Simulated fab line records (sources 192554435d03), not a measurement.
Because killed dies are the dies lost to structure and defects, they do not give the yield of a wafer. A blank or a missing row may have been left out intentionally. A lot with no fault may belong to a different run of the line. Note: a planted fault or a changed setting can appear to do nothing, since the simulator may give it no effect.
Split-lot study ; flow n5 finfet ; 21 wafers read from 7 lots, route of 1938 steps

## ABOUT THE SPLIT
At N5_SD_EPI_N_EPI_21 (deposits Si:P, time 690 s), the setting temp c was moved away from the recipe's 680 C on 11 of the 21 wafers read, by -0.7% to +0.6%. For the rest of the wafers, this setting stayed at what the recipe calls for.

## FROM THE SPLIT TO THE READING: what the file shows between them, 9 steps
- N5_SD_EPI_N_EPI_MEAS_23
- N5_SD_EPI_N_PRECLEAN_49: cleans in NF3:NH3, afs cycles 1, time 20 s, sublimation time 60 s (also split here: time s)
- N5_SD_EPI_N_LINER_46: material SiNx, target thk 3 nm
- N5_SD_EPI_P_EPI_21: deposits SiGe:B, time 355 s
- N5_SD_EPI_P_HM_STRIP_48: strips SiNx in H3PO4, material SiNx, target depth 3 nm
- N5_SD_EPI_P_SRD_49: time 30 s
- N5_SD_EPI_P_PRECLEAN_24: cleans in O3/DIW, time 45 s
- N5_SD_ACTIVATION_RTA_00: time 0 s
- N5_SD_ACTIVATION_LSA_01: time 0.0008 s

## THE READING
RS_SD_N in ohm/sq, measured at N5_SD_ACTIVATION_RS_MEAS_03 by four-point-probe. Typical for fault-free wafers on this fab line: 21.95 ohm/sq, with standard deviation 0.28 ohm/sq.

wafer;tool, chamber at the split;temp c as run, C;against the recipe;RS_SD_N, ohm/sq;against lot-mates on the recipe
L074.1;epi rpcvd-01, 0;680;recipe;22.41;-
L074.3;epi rpcvd-01, 0;684.2;+0.6%;20.65;-1.50
L074.4;epi rpcvd-01, 0;680;recipe;21.88;-
L075.3;epi rpcvd-03, 0;683.4;+0.5%;20.54;-1.39
L075.4;epi rpcvd-03, 0;680;recipe;21.93;-
L075.5;epi rpcvd-03, 0;683.4;+0.5%;20.53;-1.40
L085.1;epi rpcvd-02, 0;680;recipe;21.96;-
L085.2;epi rpcvd-02, 0;680;recipe;21.89;-
L085.6;epi rpcvd-02, 0;680;recipe;21.82;-
L091.4;epi rpcvd-01, 0;675.7;-0.6%;23.41;+1.25
L091.5;epi rpcvd-01, 0;680;recipe;22.16;-
L091.6;epi rpcvd-01, 0;675.7;-0.6%;23.35;+1.19
L092.2;epi rpcvd-02, 0;675.1;-0.7%;23.95;+2.23
L092.3;epi rpcvd-02, 0;675.1;-0.7%;23.75;+2.03
L092.4;epi rpcvd-02, 0;680;recipe;21.72;-
L093.1;epi rpcvd-01, 0;675.2;-0.7%;23.69;+1.43
L093.3;epi rpcvd-01, 0;675.2;-0.7%;23.37;+1.11
L093.5;epi rpcvd-01, 0;680;recipe;22.26;-
L095.2;epi rpcvd-02, 0;676;-0.6%;23.48;+0.95
L095.5;epi rpcvd-02, 0;676;-0.6%;23.50;+0.97
L095.6;epi rpcvd-02, 0;680;recipe;22.53;-

THE FIT
A straight line over all 21 wafers: RS_SD_N changes by -2.41 ohm/sq for each +1% of temp c; r = -0.98; the points scatter about the line by 0.24 ohm/sq.
The same after taking each lot's own level away (the mean of its wafers on the recipe; 21 wafers): -2.3 ohm/sq for each +1%; r = -0.97; scatter 0.27 ohm/sq.
According to that fit, moving temp c by its largest amount changes the reading by 1.7 ohm/sq.
From 21.720 to 22.530 ohm/sq: that is the span of the lots' own levels, equal to 2.9 times the standard deviation above.
Consequently the slope shifts little with the lot-to-lot level, the two slopes agreeing.
Check: with one of the wafers moved furthest among these (-0.7%) left out of the fit, the line predicts +1.49 ohm/sq for it against its lot-mates. Against them it came out at +2.23 ohm/sq.

## THE OTHER SPLITS THESE WAFERS WENT THROUGH
Note: prior to the reading, these wafers also went through further splits. Each is held against what the fit with the lots' levels taken away leaves over:
other split on the same wafers;wafers away from the commonest value;r with RS_SD_N (lot level and that fit taken away)
N5_SD_EPI_N_PRECLEAN_49 time s;7;+0.10

## THE WHOLE CHAIN: every reading that the file lists as answering this split, in the file's order
step;what it does;reading;change (the file's fit);r (the file's)
N5_SD_EPI_N_EPI_21;deposits Si:P, time 690 s;Si-P_of_SD_EPI_N_EPI_21.thk nm (the simulator's own value, which no gauge read);+6.27 nm for each +1% of the setting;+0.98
N5_SD_EPI_N_EPI_MEAS_23;;thk nm;withheld for each +1% of the setting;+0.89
N5_SD_EPI_P_HM_STRIP_48;strips SiNx in H3PO4, material SiNx, target depth 3 nm;Si-P_of_SD_EPI_N_EPI_21.thk nm (the simulator's own value, which no gauge read);+6.23 nm for each +1% of the setting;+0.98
N5_SD_ACTIVATION_RS_MEAS_03;measures by four-point-probe;RS_SD_N;-2.25 for each +1% of the setting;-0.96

## THE FILE'S OWN FIT
RS_SD_N changes by -2.25 ohm/sq for each +1% of temp c, r = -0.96.
